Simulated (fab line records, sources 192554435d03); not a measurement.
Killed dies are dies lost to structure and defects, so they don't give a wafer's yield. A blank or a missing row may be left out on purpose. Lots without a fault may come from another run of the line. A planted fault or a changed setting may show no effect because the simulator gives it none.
One fault seen from 3 desks | flow n5_finfet | each desk has only its own numbers; what lay behind them comes last

THE DEFECT DESK
What the inspections along the route counted, lot by lot: means of the sampled wafers that have a number. A lot is out of limits, marked OUT, if its mean lies more than 4 standard deviations from the usual mean; the brackets give that distance.
Columns: A = raw_defect_count at N5_BEOL_M14_INSPECT_12, usual 2.1
lot  | first seen here | A
L716 | day 11 07:25    | 1.7
L715 | day 11 10:46    | 3.5
L718 | day 12 01:35    | 2.3
L719 | day 12 13:49    | 0.7
L720 | day 13 06:59    | 2.3
L723 | day 13 07:26    | 1.0
L722 | day 13 08:15    | 2.3
L724 | day 13 23:31    | 2.3
L726 | day 14 13:50    | 2.5
L727 | day 14 22:22    | 3.3
L733 | day 16 03:06    | 2.3
L734 | day 16 03:22    | 1.7
L736 | day 16 21:22    | 3.7
This desk's finding: nothing out of limits on any of the 13 lots.

THE TOOL OWNER'S DESK: litho_track-04
The tool's own readings at N5_BEOL_M14_COAT_04 (resist thk 800 nm): means of the sampled wafers that have a number, for each lot that ran on this tool. A lot is out of limits, marked OUT, if its mean lies more than 4 standard deviations from the usual mean; the brackets give that distance.
Columns: A = spin_speed_rpm at N5_BEOL_M14_COAT_04, usual 1704.0 rpm
lot  | first seen here | A
L720 | day 13 06:32    | 1705.3
L722 | day 13 07:48    | 1702.9
L724 | day 13 23:12    | 1703.7
L726 | day 14 13:31    | 1702.9
L727 | day 14 22:02    | 1703.8
L733 | day 16 02:44    | 1460.9 (-99 or more) OUT
L736 | day 16 20:55    | 1460.3 (-99 or more) OUT
This desk's finding: out of limits on L733, L736; first on L733, day 16 02:44 (spin_speed_rpm at N5_BEOL_M14_COAT_04). In limits: L720, L722, L724, L726, L727.

THE METROLOGY DESK
What the gauges read, lot by lot, whatever tool the lot ran on: means of the sampled wafers that have a number. A lot is out of limits, marked OUT, if its mean lies more than 4 standard deviations from the usual mean; the brackets give that distance.
Columns: A = M13_RS at N5_BEOL_M13_RS_MEAS_54, usual 0.0450 ohm/sq
lot  | first seen here | A
L716 | day 11 06:31    | 0.0449
L715 | day 11 10:01    | 0.0450
L718 | day 12 00:58    | 0.0458
L719 | day 12 13:05    | 0.0447
L720 | day 13 06:15    | 0.0454
L723 | day 13 06:41    | 0.0436
L722 | day 13 07:31    | 0.0448
L724 | day 13 22:55    | 0.0446
L726 | day 14 13:14    | 0.0450
L727 | day 14 21:44    | 0.0445
L733 | day 16 02:27    | 0.0451
L734 | day 16 02:45    | 0.0443
L736 | day 16 20:38    | 0.0445
This desk's finding: nothing out of limits on any of the 13 lots.

PUT TOGETHER
The tool owner's desk could have raised an alarm at day 16 02:44, on L733, L736.
The defect desk saw nothing out of limits.
The metrology desk saw nothing out of limits.
The defect desk has L733, L736 on record, within its limits.
The metrology desk has L733, L736 on record, within its limits.
Of the lots named, all ran N5_BEOL_M14_COAT_04 on litho_track-04.

WHAT THE SIMULATOR HAD PUT IN
Process parameter drift: litho_track-04, from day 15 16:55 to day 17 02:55, at N5_BEOL_M14_COAT_04. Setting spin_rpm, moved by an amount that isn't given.
Lots struck among those shown: L733, L736.
Hours from the fault's start to each desk's first reading out of limits: the tool owner's desk, 10.
